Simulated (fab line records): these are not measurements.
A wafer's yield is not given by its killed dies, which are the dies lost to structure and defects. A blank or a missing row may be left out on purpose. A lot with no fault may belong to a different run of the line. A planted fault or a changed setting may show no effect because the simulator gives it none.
A struck lot beside a sound one -- flow nand_harc -- 40 out of 1302 route steps
Sound: wafers L869.2, L869.5, L869.6. Struck: wafer L873.3. (L873.1, L873.4 of the same lot were not struck and are left out.) The cause comes at the end.
Each step with rows lists, per side, the tool, then ch with its chambers, then its first start. Under that, the readings that differ: sound wafers -- struck wafers -- difference of the means -- sigmas: that difference in standard deviations of wafers without a fault.
alike: words and numbers the same on both sides, and readings whose means are apart by under 2 such deviations; not compared: readings that were withheld, readings missing a value for some wafer, numbers with overlapping values and no deviation given by the record, and bounds like >300 which may hide the same value.
Wherever a step has rows on one side only, a row that says differs or no value, or a row with sigmas, the two part there. Numbers that have no deviation but don't overlap get no sigmas and don't part them. Lack of a reading on every wafer of one side parts them only where that side has two or more wafers.

NHARC_A_BONDPAD_OVL_MEAS_35:
  sound: overlay-01 at day 28 17:19; struck: overlay-01 at day 29 18:42
  alike: overlay_x_nm, overlay_y_nm
then, 1 step without rows for these wafers: NHARC_A_BONDPAD_HARDBAKE_10 (time 65 s).
NHARC_A_BONDPAD_DESCUM_11: chemistry O2, time 3 s.
  sound on rie_diel-13 ch 0,1,3, day 28 17:28; struck on rie_diel-03 ch 2, day 29 18:49
reading,sound,struck,difference,sigmas
oes_product_au (a.u.),1.015 1.014 1.004,0.969,-0.042,-3
  alike: drypump_motor_current_A, rf_vpp_V, showerhead_plenum_p_Torr, throttle_valve_pct
  not compared: rf_hours_counter_h
then, 2 steps without rows for these wafers: NHARC_A_BONDPAD_ETCH_34 (etches the open film in N2/H2, target depth 60 nm, overetch 18 nm, time 65.91 s); NHARC_A_BONDPAD_ETCH_12 (etches the open film in CHF3/O2, target depth 220 nm, time 110 s).
NHARC_A_BONDPAD_CD_MEAS_13:
  sound: cd_sem-01 at day 28 17:46; struck: cd_sem-02 at day 29 19:11
  alike: cd_nm
then, 1 step without rows for these wafers: NHARC_A_BONDPAD_STRIP_15 (strips in O2).
NHARC_A_BONDPAD_ETCH_24: etches the open film in CF4/N2, target depth 30 nm, time 72.99 s.
  sound on rie_diel-03 ch 0,1, day 28 18:02; struck on rie_diel-13 ch 3
  alike: drypump_motor_current_A, oes_product_au, rf_vpp_V, showerhead_plenum_p_Torr, throttle_valve_pct
  not compared: rf_hours_counter_h
then, 2 steps without rows for these wafers: NHARC_A_BONDPAD_STRIP_16 (strips in post etch residue remover, time 600 s); NHARC_A_BONDPAD_DEGAS_25 (time 60 s).
NHARC_A_BONDPAD_PRE_CLEAN_26: time 30 s.
  sound on pvd_sputter-02; struck on pvd_sputter-02
  alike: heater_power_w
then, 1 step without rows for these wafers: NHARC_A_BONDPAD_PVD_17 (deposits TaN, target thk 5 nm, time 8.06 s).
NHARC_A_BONDPAD_PVD_27: deposits Cu, target thk 30 nm, time 20.49 s.
  sound: pvd_sputter-02 at day 28 18:42; struck: pvd_sputter-02 at day 29 20:02
  alike: substrate_temp_c, throttle_valve_pct
then, 2 steps without rows for these wafers: NHARC_A_BONDPAD_ECD_18 (material Cu, target thk 400 nm); NHARC_A_BONDPAD_ANNEAL_28 (time 90 s).
NHARC_A_BONDPAD_CMP_19: polishes, t overpolish 30 s, cu recess touch 16 s, target thk 169.82 nm.
  sound on cmp-03 ch 0,1, day 28 19:40; struck on cmp-02 ch 2, day 29 20:54
  alike: motor_current_A, overpolish_run_s, slurry_flow_ml_min
  not compared: pad_life_wafers
then, 1 step without rows for these wafers: NHARC_A_BONDPAD_SRD_21 (time 30 s, dry time 20 s).
NHARC_A_BONDPAD_INSPECT_23:
  sound: defect_inspect-01 at day 28 20:10; struck: defect_inspect-01 at day 29 21:26
  alike: raw_defect_count
then, 5 steps without rows for these wafers: NHARC_HYBRID_BOND_ACTIVATE_00 (chemistry N2, time 60 s); NHARC_HYBRID_BOND_PRECLEAN_01 (cleans in DIW, time 300 s); NHARC_HYBRID_BOND_SRD_02 (time 30 s, dry time 20 s); NHARC_HYBRID_BOND_BOND_03; NHARC_HYBRID_BOND_ANNEAL_04 (time 7200 s).
NHARC_HYBRID_BOND_OVL_MEAS_05:
  the record has rows for the sound wafers here (overlay-02, day 29 05:58) and none for the struck ones
NHARC_HYBRID_BOND_INSPECT_06: inspects for defects (ir void).
  the record has rows for the sound wafers here (defect_inspect-01, day 29 06:02) and none for the struck ones
NHARC_THIN_TSV_GRIND_00:
  the record has rows for the sound wafers here (grinder-01 ch 0, day 29 17:11) and none for the struck ones
then, 1 step without rows for these wafers: NHARC_THIN_TSV_CMP_01 (polishes).
NHARC_THIN_TSV_THK_MEAS_02: measures by ir.
  the record has rows for the sound wafers here (film_metro-01, day 29 18:29) and none for the struck ones
then, 11 steps without rows for these wafers: NHARC_THIN_TSV_SRD_03; NHARC_THIN_TSV_PRECLEAN_41 (cleans in SC1); NHARC_THIN_TSV_SRD_42; NHARC_THIN_TSV_DEP_43 (deposits SiO2, target thk 1328.5 nm); NHARC_THIN_TSV_DEHYDRATE_04 (time 120 s); NHARC_THIN_TSV_HMDS_05 (time 30 s); NHARC_THIN_TSV_COAT_06; NHARC_THIN_TSV_SOFTBAKE_07 (time 95 s); NHARC_THIN_TSV_EBR_08; NHARC_THIN_TSV_EXPOSE_09 (exposes mask TSV); NHARC_THIN_TSV_PEB_10 (peb time 85 s).
NHARC_END_SORT_01:
  only the struck wafers appear in the record here, on prober-02 ch 0 at day 31 03:13; the sound ones have no rows

WHERE THEY PART
At NHARC_A_BONDPAD_DESCUM_11 first; at NHARC_END_SORT_01 last (within this record only).

WHY: what the simulator had put in
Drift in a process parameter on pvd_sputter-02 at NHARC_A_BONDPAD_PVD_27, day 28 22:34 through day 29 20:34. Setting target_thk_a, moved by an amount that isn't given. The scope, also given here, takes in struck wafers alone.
